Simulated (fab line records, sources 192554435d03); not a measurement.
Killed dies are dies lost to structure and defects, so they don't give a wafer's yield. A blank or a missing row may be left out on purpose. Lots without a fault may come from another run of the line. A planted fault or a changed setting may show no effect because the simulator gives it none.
One fault seen from 2 desks | flow n5_finfet | each desk has only its own numbers; what lay behind them comes last

THE METROLOGY DESK
What the gauges read, lot by lot, whatever tool the lot ran on: means of the sampled wafers that have a number. A lot is out of limits, marked OUT, if its mean lies more than 4 standard deviations from the usual mean; the brackets give that distance. Of its 10 readings 7 are shown: those that lie furthest out on some lot.
Columns: A = DIBL_N at N5_BEOL_M4_RC_MEAS_101, usual 36.3 mV/V; B = DIBL_P at N5_BEOL_M4_RC_MEAS_101, usual 36.2 mV/V; C = IOFF_N at N5_BEOL_M4_RC_MEAS_101, usual 0.160 nA/um; D = IOFF_P at N5_BEOL_M4_RC_MEAS_101, usual 0.21 nA/um; E = SS_P at N5_BEOL_M4_RC_MEAS_101, usual 73.3 mV/dec; F = VT_N at N5_BEOL_M4_RC_MEAS_101, usual 250 mV; G = VT_P at N5_BEOL_M4_RC_MEAS_101, usual -250 mV
lot  | first seen here | A    | B    | C     | D    | E    | F   | G
L444 | day 9 10:53     | 40.0 | 39.2 | 0.198 | 0.27 | 74.0 | 246 | -246
L451 | day 11 00:16    | 36.3 | 33.6 | 0.131 | 0.17 | 73.2 | 254 | -254
L452 | day 11 02:29    | 35.9 | 36.8 | 0.161 | 0.20 | 73.8 | 250 | -254
L453 | day 11 05:39    | 37.0 | 37.2 | 0.177 | 0.22 | 73.6 | 250 | -253
L456 | day 12 13:04    | 34.7 | 35.3 | 0.131 | 0.19 | 73.0 | 253 | -253
This desk's finding: nothing out of limits on any of the 5 lots.

THE TOOL OWNER'S DESK: pecvd-03
The tool's own readings at N5_DUMMY_GATE_PECVD_30 (deposits SiO2 from TEOS/O2, target thk 55 nm, time 10.8 s): means of the sampled wafers that have a number, for each lot that ran on this tool. A lot is out of limits, marked OUT, if its mean lies more than 4 standard deviations from the usual mean; the brackets give that distance.
Columns: A = susceptor_temp_C at N5_DUMMY_GATE_PECVD_30, usual 400.02 C
lot  | first seen here | A
L444 | day 4 06:11     | 400.05
L451 | day 6 01:40     | 399.84
L452 | day 6 03:46     | 399.63
This desk's finding: nothing out of limits on any of the 3 lots.

PUT TOGETHER
The metrology desk saw nothing out of limits.
The tool owner's desk saw nothing out of limits.

WHAT THE SIMULATOR HAD PUT IN
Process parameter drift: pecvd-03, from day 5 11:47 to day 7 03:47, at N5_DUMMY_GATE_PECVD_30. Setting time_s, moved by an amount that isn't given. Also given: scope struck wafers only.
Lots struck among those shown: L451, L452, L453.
